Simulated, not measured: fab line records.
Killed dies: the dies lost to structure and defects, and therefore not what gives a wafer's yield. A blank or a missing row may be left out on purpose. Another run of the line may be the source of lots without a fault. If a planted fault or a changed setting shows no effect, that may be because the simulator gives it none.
Split-lot trial ; flow n5-finfet ; 7 lots, 21 wafers read, on a route of 1938 steps

THE SPLIT ITSELF
At N5_PASSIVATION_ETCH_54 (etches SiO2 in CHF3/O2, target depth 880 nm, time 440 s), the setting time-s was moved away from the recipe's 440 s on 10 of the 21 wafers read, by -13.4% to +19.0%. For the rest of the wafers, this setting stayed at what the recipe calls for.

The reading is taken at the split's own step.

THE READING
PASSIVATION.feature-depth-nm (the simulator's own value, which no gauge read), in nm, at N5_PASSIVATION_ETCH_54 (etches SiO2 in CHF3/O2, target depth 880 nm, time 440 s). The file gives no usual value for it. The 11 wafers here that ran the recipe average 889.3 nm, standard deviation 9.3 nm.

wafer;tool, chamber at the split;time-s as run, s;against the recipe;PASSIVATION.feature-depth-nm, nm;against lot-mates on the recipe
L075.1;rie-diel-02, 2;523.5;+19.0%;1041;+157.8
L075.4;rie-diel-02, 1;523.5;+19.0%;1051;+167.8
L075.5;rie-diel-02, 3;440;recipe;883.2;-
L076.1;rie-diel-06, 3;440;recipe;910.2;-
L076.4;rie-diel-06, 1;381.2;-13.4%;755.6;-143.2
L076.5;rie-diel-06, 0;440;recipe;887.4;-
L084.1;rie-diel-02, 3;501.9;+14.1%;1012;+135.4
L084.4;rie-diel-02, 2;501.9;+14.1%;995.6;+119.0
L084.5;rie-diel-02, 2;440;recipe;876.6;-
L091.3;rie-diel-04, 0;440;recipe;889.8;-
L091.4;rie-diel-04, 2;440;recipe;902.8;-
L091.5;rie-diel-04, 3;440;recipe;888.8;-
L094.1;rie-diel-06, 1;475.8;+8.1%;939;+51.6
L094.4;rie-diel-06, 0;440;recipe;887.4;-
L094.6;rie-diel-06, 2;475.8;+8.1%;935.6;+48.2
L097.1;rie-diel-06, 1;496;+12.7%;975.4;+83.6
L097.2;rie-diel-06, 3;440;recipe;891.8;-
L097.3;rie-diel-06, 0;496;+12.7%;989.8;+98.0
L095.1;rie-diel-02, 0;440;recipe;880;-
L095.2;rie-diel-02, 3;440;recipe;883.8;-
L095.5;rie-diel-02, 1;414.6;-5.8%;841.6;-40.3

THE FIT
A straight line over all 21 wafers: PASSIVATION.feature-depth-nm changes by +8.28 nm for each +1% of time-s; r = +0.99; the points scatter about the line by 11 nm.
The same after taking each lot's own level away (the mean of its wafers on the recipe; 21 wafers): +8.63 nm for each +1%; r = +0.99; scatter 12 nm.
Per that fit: largest time-s move, reading shift of 1.6e+02 nm.
The span of the lots' own levels, 876.60 to 898.80 nm, comes to 2.4 times the standard deviation stated above.
The two slopes agree, so the slope changes little with the lot-to-lot level.
Check: +160 nm against its lot-mates is what the line predicts for one of the wafers moved furthest among these (+19.0%) when that wafer is left out of the fit. It came out at +158 nm against them.

OTHER SPLITS ON THESE WAFERS
Other splits were also applied to these wafers ahead of the reading. Each is held against what the fit with the lots' levels taken away leaves over:
other split on the same wafers;wafers away from the commonest value;r with PASSIVATION.feature-depth-nm (lot level and that fit taken away)
N5_PASSIVATION_EXPOSE_07 dose-mj;5;-0.32

THE WHOLE CHAIN: every reading that the file lists as answering this split, in the file's order
step;what it does;reading;change (the file's fit);r (the file's)
N5_PASSIVATION_ETCH_54;etches SiO2 in CHF3/O2, target depth 880 nm, time 440 s;etch.depth-nm (the simulator's own value, which no gauge read);+8.6 nm for each +1% of the setting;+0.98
N5_PASSIVATION_ETCH_54;etches SiO2 in CHF3/O2, target depth 880 nm, time 440 s;PASSIVATION.feature-depth-nm (the simulator's own value, which no gauge read);+8.6 nm for each +1% of the setting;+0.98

THE FILE'S OWN FIT
PASSIVATION.feature-depth-nm changes by +8.6 nm for each +1% of time-s, r = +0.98.
